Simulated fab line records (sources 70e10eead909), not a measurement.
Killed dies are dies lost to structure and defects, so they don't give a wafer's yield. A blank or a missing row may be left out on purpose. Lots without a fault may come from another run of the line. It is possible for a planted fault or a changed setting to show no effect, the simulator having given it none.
fab line records | flow nand_harc | part 2 of 2: steps 5 to 6 of 6
[record] lots = 18 wafers = 54 last_day = 34
route steps=1302 shown A_STAIRCASE@736
lots that met no fault: from a run of the same line without faults
start_h: the number of hours between the record's first day and the start of the first shown wafer of the lot | wait_h: hours elapsed since this lot's preceding step | " same as the row above | L1.1+2: one row covering several wafers at once | - no value present, or no start provided | * or withheld: withheld | < > ~ a bound
route shown NAME@n: NAME is a module with steps in the file, n the number in the route of the first one | usual: mean/standard deviation taken from wafers without a fault | same: alike in all rows | chamber/n: place in a boat | sites: the reading at each site | _std_site: how widely they spread, as a standard deviation | _edge_site: mean of outer sites minus mean of inner sites | radius_mm: how far each site lies from the wafer's centre | mask NAME#n: copy n | behind: the tool/chamber that last shaped the wafer | hold: why the lot was held/for how many hours/how that ended | device: transistor that didn't switch, given as n, p or np | end of line: the route-end tests of the same wafers | a step given without rows: its recipe and nothing more | killed: dies that structure and defects cost at the first sort, which is not the same as the wafer's yield | map: dies across one wafer; x = killed, . = not, _ = none there
set.NAME: the setting that was run; set.NAME@STEP: the one run at that earlier step | model.NAME: the simulator's own value behind a step, which no gauge read
the route's steps for a sample of lots (tables are steps, rows are wafers)
services: when a tool's chamber went out of use (start_h, in hours from the record's first day, below 0 if earlier), for how many hours, and the reason
[[steps]]
[step NHARC_A_STAIRCASE_STRIP_295]
[recipe] o2_flow_sccm = 500 ar_flow_sccm = 0 bias_w = 0 chemistry = O2
[usual] drypump_motor_current_A = 5.9/0.43 mfc_ar_sccm = 0.012/0.014 oes_product_au = 1.001/0.0086 rf_vpp_V = 57.9/0.97 showerhead_plenum_p_Torr = 3.56/0.18 throttle_valve_pct = 17.037/0.009
// columns lot.wafer tool chamber start_h wait_h drypump_motor_current_A mfc_ar_sccm oes_product_au rf_hours_counter_h rf_vpp_V showerhead_plenum_p_Torr throttle_valve_pct
L074.3 rie_diel-01 3 - - 6.5 0.013 1.002 1 57.5 3.40 17.045
L074.2 " 0 " " 5.4 0.039 1.003 1 59.8 3.78 17.045
L074.6 " 1 " " 5.6 0 0.996 - 56.7 3.31 17.049
L076.4 rie_diel-01 3 - - 6.5 0.013 1.004 5 57.4 3.40 17.041
L076.2 " 0 " " 5.4 0.039 1.000 6 56.1 3.77 17.036
L076.3 " 1 " " 5.6 0 1.008 6 56.6 3.31 17.019
L077.4 rie_diel-13 0 - - 5.5 0.010 0.995 24 58.4 3.79 17.033
L077.5 " 0 " " 5.4 0.010 0.994 - 58.5 3.79 17.031
L077.6 " 1 " " 5.7 0 0.994 - 56.7 3.42 17.046
L075.3 rie_diel-01 3 - - 6.6 0.013 1.008 6 57.5 3.40 17.033
L075.6 " 2 " " 5.8 0 0.988 - 59.4 3.72 17.038
L075.5 " 3 " " 6.6 0.013 1.006 - 57.5 3.40 17.034
L078.3 rie_diel-13 2 - - 6.2 0 1.012 23 57.5 3.62 17.032
L078.2 " 3 " " 6.2 0.013 1.019 21 59.0 3.64 17.028
L078.1 " 0 " " 5.4 0.010 1.014 29 58.0 3.79 17.029
L079.1 rie_diel-13 2 - - 6.2 0 0.996 27 58.4 3.62 17.036
L079.4 " 3 " " 6.3 0.013 1.000 24 59.1 3.64 17.032
L079.3 " 1 " " 5.6 0 0.996 28 57.9 3.41 17.024
L080.4 rie_diel-01 2 - - 5.8 0 0.990 14 58.1 3.71 17.032
L080.2 " 1 " " 5.6 0 1.003 14 57.8 3.30 17.063
L080.6 " 2 " " 5.8 0 0.995 - 59.2 3.71 17.028
L082.1 rie_diel-06 1 - - 5.9 0.022 0.998 50 56.1 3.29 17.044
L082.2 " 2 " " 5.3 0 1.001 52 56.5 3.37 17.042
L082.5 " 3 " " 5.4 0.007 1.007 - 57.4 3.39 17.026
L083.2 rie_diel-01 3 - - 6.6 0.013 1.004 22 57.2 3.39 17.027
L083.4 " 2 " " 5.8 0 1.001 22 57.7 3.71 17.042
L083.5 " 0 " " 5.4 0.039 0.994 - 58.4 3.76 17.039
L084.2 rie_diel-13 2 - - 6.2 0 1.008 45 59.3 3.61 17.046
L084.4 " 3 " " 6.3 0.013 0.999 44 59.1 3.63 17.040
L084.6 " 3 " " 6.3 0.013 1.003 - 58.7 3.63 17.048
L085.3 rie_diel-01 2 - - 5.7 0 1.000 30 59.4 3.70 17.038
L085.2 " 0 " " 5.3 0.039 0.992 31 58.6 3.76 17.040
L085.4 " 1 " " 5.6 0 1.001 - 56.2 3.29 17.034
L086.4 rie_diel-01 1 - - 5.6 0 0.988 34 55.6 3.29 17.041
L086.3 " 3 " " 6.6 0.013 0.993 31 58.7 3.39 17.029
L086.6 " 2 " " 5.8 0 0.992 - 58.8 3.70 17.037
L087.3 rie_diel-06 0 - - 6.5 0.036 1.019 2 58.4 3.62 17.036
L087.4 " 1 " " 5.9 0.022 1.000 2 59.1 3.81 17.053
L087.6 " 0 " " 6.5 0.036 1.013 - 57.7 3.62 17.015
L088.3 rie_diel-01 0 - - 5.3 0.039 0.981 41 57.6 3.75 17.040
L088.4 " 3 " " 6.5 0.013 1.002 38 58.1 3.38 17.056
L088.6 " 0 " " 5.4 0.039 0.995 - 58.6 3.75 17.033
L090.3 rie_diel-01 0 - - 5.4 0.039 1.000 47 58.9 3.75 17.040
L090.2 " 3 " " 6.6 0.013 1.010 43 56.7 3.38 17.046
L090.5 " 1 " " 5.6 0 0.991 - 58.7 3.28 17.036
L091.3 rie_diel-01 0 - - 5.4 0.039 0.992 48 57.7 3.75 17.025
L091.4 " 1 " " 5.6 0 0.997 46 56.0 3.28 17.041
L091.6 " 2 " " 5.8 0 0.993 - 57.8 3.69 17.028
L094.2 rie_diel-13 3 - - 6.2 0.013 0.987 13 58.2 3.61 17.017
L094.4 " 0 " " 5.4 0.010 1.002 23 57.4 3.76 17.046
L094.1 " 1 " " 5.6 0 0.994 24 58.7 3.38 17.049
L096.3 rie_diel-01 1 - - 5.6 0 0.993 9 57.7 3.80 17.037
L096.2 " 3 " " 6.5 0.013 0.997 13 57.0 3.37 17.039
L096.5 " 2 " " 5.8 0 0.999 - 57.2 3.69 17.036
[step NHARC_A_STAIRCASE_STRIP_476]
[recipe] time_s = 20 o2_flow_sccm = 500 ar_flow_sccm = 0 bias_w = 0 chemistry = O2
[usual] drypump_motor_current_A = 5.8/0.44 mfc_ar_sccm = 0.012/0.014 oes_product_au = 1.001/0.0091 rf_vpp_V = 57.8/0.98 showerhead_plenum_p_Torr = 3.55/0.18 throttle_valve_pct = 17.037/0.0093
[same] time_s = 20
// columns lot.wafer tool chamber start_h wait_h drypump_motor_current_A mfc_ar_sccm oes_product_au rf_hours_counter_h rf_vpp_V showerhead_plenum_p_Torr throttle_valve_pct
L074.3 rie_diel-06 3 403.98 0.4 5.4 0.007 1.027 36 58.6 3.39 17.044
L074.2 " 0 " " 6.5 0.036 1.003 30 57.4 3.63 17.056
L074.6 " 1 " " 5.9 0.022 1.004 - 57.2 3.30 17.038
L076.2 rie_diel-06 1 414.04 0.1 6.0 0.022 1.007 34 57.5 3.30 17.039
L076.4 " 2 " " 5.4 0 1.007 39 57.2 3.38 17.034
L076.3 " 3 " " 5.4 0.007 1.008 38 57.2 3.39 17.053
L077.4 rie_diel-01 1 414.22 0.1 5.6 0 1.003 9 57.3 3.30 17.044
L077.6 " 2 " " 5.8 0 0.995 - 58.9 3.71 17.032
L077.5 " 3 " " 6.5 0.013 0.998 - 58.6 3.40 17.031
L075.3 rie_diel-01 2 415.09 0.1 5.8 0 0.999 9 58.2 3.71 17.031
L075.6 " 3 " " 6.6 0.013 0.996 - 57.2 3.40 17.026
L075.5 " 0 " " 5.4 0.039 1.003 - 58.3 3.77 17.045
L078.2 rie_diel-01 0 425.05 0.1 5.4 0.039 0.990 14 58.2 3.77 17.025
L078.1 " 1 " " 5.6 0 0.997 12 56.3 3.30 17.024
L078.3 " 3 " " 6.5 0.013 1.012 13 57.4 3.40 17.040
L079.1 rie_diel-13 3 433.33 0.1 6.3 0.013 1.002 26 57.7 3.64 17.058
L079.3 " 0 " " 5.5 0.010 1.004 34 57.5 3.79 17.033
L079.4 " 1 " " 5.7 0 0.997 30 57.4 3.41 17.032
L080.2 rie_diel-01 0 446.72 0.1 5.3 0.039 0.997 18 57.7 3.77 17.057
L080.4 " 1 " " 5.6 0 1.002 15 57.2 3.30 17.046
L080.6 " 3 " " 6.6 0.013 1.004 - 57.7 3.39 17.035
L082.1 rie_diel-01 3 464.11 0.1 6.5 0.013 1.000 23 57.9 3.39 17.025
L082.2 " 1 " " 5.6 0 0.993 23 57.0 3.30 17.031
L082.5 " 2 " " 5.8 0 0.972 - 58.1 3.71 17.026
L083.4 rie_diel-13 2 470.47 0.1 6.3 0 1.006 42 58.5 3.61 17.033
L083.2 " 0 " " 5.4 0.010 1.007 48 58.2 3.78 17.034
L083.5 " 3 " " 6.3 0.013 0.997 - 58.5 3.63 17.045
L084.2 rie_diel-01 3 496.76 0.1 6.6 0.013 0.995 31 58.3 3.39 17.042
L084.4 " 1 " " 5.6 0 0.986 34 57.1 3.29 17.046
L084.6 " 2 " " 5.8 0 0.990 - 58.3 3.70 17.033
L085.3 rie_diel-06 0 496.81 0.1 6.5 0.036 1.011 0 57.8 3.62 17.016
L085.2 " 1 " " 5.9 0.022 0.996 0 57.3 3.81 17.039
L085.4 " 1 " " 5.9 0.022 0.989 - 59.1 3.81 17.041
L086.4 rie_diel-06 3 505.34 0.1 5.4 0.007 1.027 1 57.4 3.38 17.037
L086.3 " 0 " " 6.5 0.036 1.025 2 59.3 3.62 17.026
L086.6 " 3 " " 5.4 0.007 1.017 - 57.5 3.38 17.017
L087.4 rie_diel-01 2 509.94 0.2 5.8 0 0.985 35 57.6 3.70 17.035
L087.3 " 0 " " 5.4 0.039 0.984 39 58.9 3.76 17.042
L087.6 " 2 " " 5.8 0 0.983 - 59.6 3.70 17.045
L088.3 rie_diel-13 1 530.37 0.1 5.6 0 0.996 0 55.4 3.39 17.038
L088.4 " 1 " " 5.6 0 0.999 - 56.8 3.39 17.036
L088.6 " 2 " " 6.2 0 0.996 - 58.1 3.60 17.044
L090.2 rie_diel-06 2 548.27 0.1 5.3 0 1.009 23 54.6 3.36 17.032
L090.3 " 3 " " 5.4 0.007 1.006 16 58.9 3.37 17.026
L090.5 " 2 " " 5.3 0 1.005 - 56.1 3.36 17.037
L091.3 rie_diel-01 0 554.22 0.1 5.3 0.039 0.987 54 57.7 3.75 17.035
L091.4 " 3 " " 6.5 0.013 1.009 50 57.9 3.38 17.034
L091.6 " 1 " " 5.6 0 0.992 - 57.7 3.28 17.051
L094.2 rie_diel-13 3 599.10 0.1 6.3 0.013 1.015 15 57.9 3.61 17.030
L094.1 " 1 " " 5.6 0 0.998 26 56.6 3.38 17.040
L094.4 " 2 " " 6.2 0 1.008 25 58.7 3.59 17.049
L096.2 rie_diel-06 3 611.39 0.1 5.4 0.007 1.008 32 56.1 3.36 17.044
L096.3 " 0 " " 6.5 0.036 1.020 34 58.8 3.60 17.036
L096.5 " 1 " " 5.9 0.022 1.008 - 58.5 3.78 17.036
[[services]]
// columns tool chamber start_h hours kind
rie_diel-01 3 352.24 8.4 repair
rie_diel-01 0 361.44 - clean
rie_diel-01 1 361.44 - clean
rie_diel-01 2 361.44 - clean
rie_diel-01 3 361.44 - clean
rie_diel-01 - 382.39 9.0 pm
rie_diel-01 0 382.39 9.0 vent_cycle
rie_diel-01 1 382.39 9.0 vent_cycle
rie_diel-01 2 382.39 9.0 vent_cycle
rie_diel-01 3 382.39 9.0 vent_cycle
rie_diel-13 1 384.78 2.4 repair
rie_diel-01 0 391.39 - clean
rie_diel-01 1 391.39 - clean
rie_diel-01 2 391.39 - clean
rie_diel-01 3 391.39 - clean
rie_diel-01 0 415.89 - clean
rie_diel-06 - 419.89 0.2 repair
rie_diel-01 3 481.29 5.7 repair
rie_diel-06 - 484.56 9.0 pm
rie_diel-06 3 493.93 7.9 repair
rie_diel-13 - 519.00 9.0 pm
rie_diel-13 3 528.26 14.9 repair
rie_diel-01 - 559.39 9.0 pm
rie_diel-01 - 608.42 0.3 repair
